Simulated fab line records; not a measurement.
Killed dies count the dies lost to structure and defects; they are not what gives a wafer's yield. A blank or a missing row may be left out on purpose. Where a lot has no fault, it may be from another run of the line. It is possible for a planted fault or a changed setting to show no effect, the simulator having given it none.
A single fault, viewed from 3 desks / flow nandHarc / every desk sees just its own numbers, and what lay behind them comes last

## AT THE METROLOGY DESK
What the gauges read, lot by lot, whatever tool the lot ran on: means of the sampled wafers that have a number. A lot is out of limits, marked OUT, if its mean lies more than 4 standard deviations from the usual mean; the brackets give that distance.
Columns: A = thkNm at NHARC_P_BONDPAD_THK_MEAS_20, usual 160.0 nm; B = thkNm at NHARC_A_ONON_D1_THK_MEAS_08, usual 999 nm; C = thkNm at NHARC_A_ONON_D1_THK_MEAS_24, usual 998 nm
lot=L379; first seen here=day 6 01:42; A=161.3; B=987; C=1004
lot=L380; first seen here=day 6 10:58; A=159.9; B=992; C=998
lot=L382; first seen here=day 7 09:13; A=159.5; B=1009; C=1006
lot=L384; first seen here=day 7 09:55; A=157.4; B=987; C=1001
lot=L383; first seen here=day 7 16:35; A=160.6; B=1000; C=1003
lot=L386; first seen here=day 8 06:38; A=161.6; B=1003; C=1003
lot=L385; first seen here=day 8 07:02; A=161.4; B=997; C=1004
lot=L389; first seen here=day 9 05:07; A=158.5; B=1019; C=997
lot=L391; first seen here=day 10 10:51; A=159.6; B=977; C=409 (-62) OUT
lot=L393; first seen here=day 10 12:16; A=161.1; B=1007; C=997
lot=L395; first seen here=day 10 18:55; A=160.4; B=1013; C=388 (-64) OUT
lot=L397; first seen here=day 10 21:17; A=159.5; B=998; C=978
lot=L398; first seen here=day 11 05:23; A=161.6; B=1007; C=990
lot=L400; first seen here=day 11 21:43; A=159.1; B=988; C=989
This desk's finding: out of limits on L391, L395; first on L391, day 11 22:11 (thkNm at NHARC_A_ONON_D1_THK_MEAS_24). L379, L380, L382, L384, L383, L386, L385, L389, L393, L397, L398, L400: within limits.

## THE DEFECT DESK
Lot by lot, what the route's inspections counted, given as the mean of those sampled wafers with a number. A lot is out of limits, marked OUT, if its mean lies more than 4 standard deviations from the usual mean; the brackets give that distance.
Columns: A = rawDefectCount at NHARC_A_START_INSPECT_01, usual 3.7
lot=L379; first seen here=day 6 02:24; A=5.0
lot=L380; first seen here=day 6 11:40; A=3.7
lot=L382; first seen here=day 7 09:53; A=4.3
lot=L384; first seen here=day 7 10:35; A=3.7
lot=L383; first seen here=day 7 17:16; A=3.3
lot=L386; first seen here=day 8 07:19; A=5.0
lot=L385; first seen here=day 8 07:43; A=4.7
lot=L389; first seen here=day 9 05:47; A=3.7
lot=L391; first seen here=day 10 11:31; A=1.7
lot=L393; first seen here=day 10 12:56; A=4.0
lot=L395; first seen here=day 10 19:36; A=5.3
lot=L397; first seen here=day 10 21:59; A=6.0
lot=L398; first seen here=day 11 06:04; A=4.0
lot=L400; first seen here=day 11 22:25; A=3.7
This desk's verdict: no lot among the 14 shows anything out of limits.

## FOR THE TOOL OWNER'S DESK: pecvdOnon-03
The tool's own readings at NHARC_A_ONON_D1_DEP_22 (target thk 1000 nm): means of the sampled wafers that have a number, for each lot that ran on this tool. A lot is out of limits, marked OUT, if its mean lies more than 4 standard deviations from the usual mean; the brackets give that distance.
Columns: A = n2FlowSccm at NHARC_A_ONON_D1_DEP_22, usual 2750 sccm
lot=L379; first seen here=day 7 23:59; A=2754
lot=L382; first seen here=day 8 17:43; A=2738
lot=L385; first seen here=day 9 18:41; A=2750
lot=L391; first seen here=day 11 21:41; A=2748
lot=L395; first seen here=day 12 07:43; A=2737
This desk's verdict: no lot among the 5 shows anything out of limits.

## BROUGHT TOGETHER
On L391, L395, the metrology desk was in a position to raise an alarm at day 11 22:11.
No out-of-limits result turned up at the defect desk.
The tool owner's desk saw nothing out of limits.
The defect desk has L391, L395 on record, within its limits.
On record at the tool owner's desk: L391, L395, within its limits.
Of the lots named, all ran NHARC_A_ONON_D1_DEP_22 on pecvdOnon-03.

## WHAT THE SIMULATOR HAD INSERTED
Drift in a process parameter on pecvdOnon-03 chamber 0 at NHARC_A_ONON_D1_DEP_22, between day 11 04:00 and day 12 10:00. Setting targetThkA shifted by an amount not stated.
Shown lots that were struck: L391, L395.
Hours from the fault's start to each desk's first reading out of limits: the metrology desk, 18.
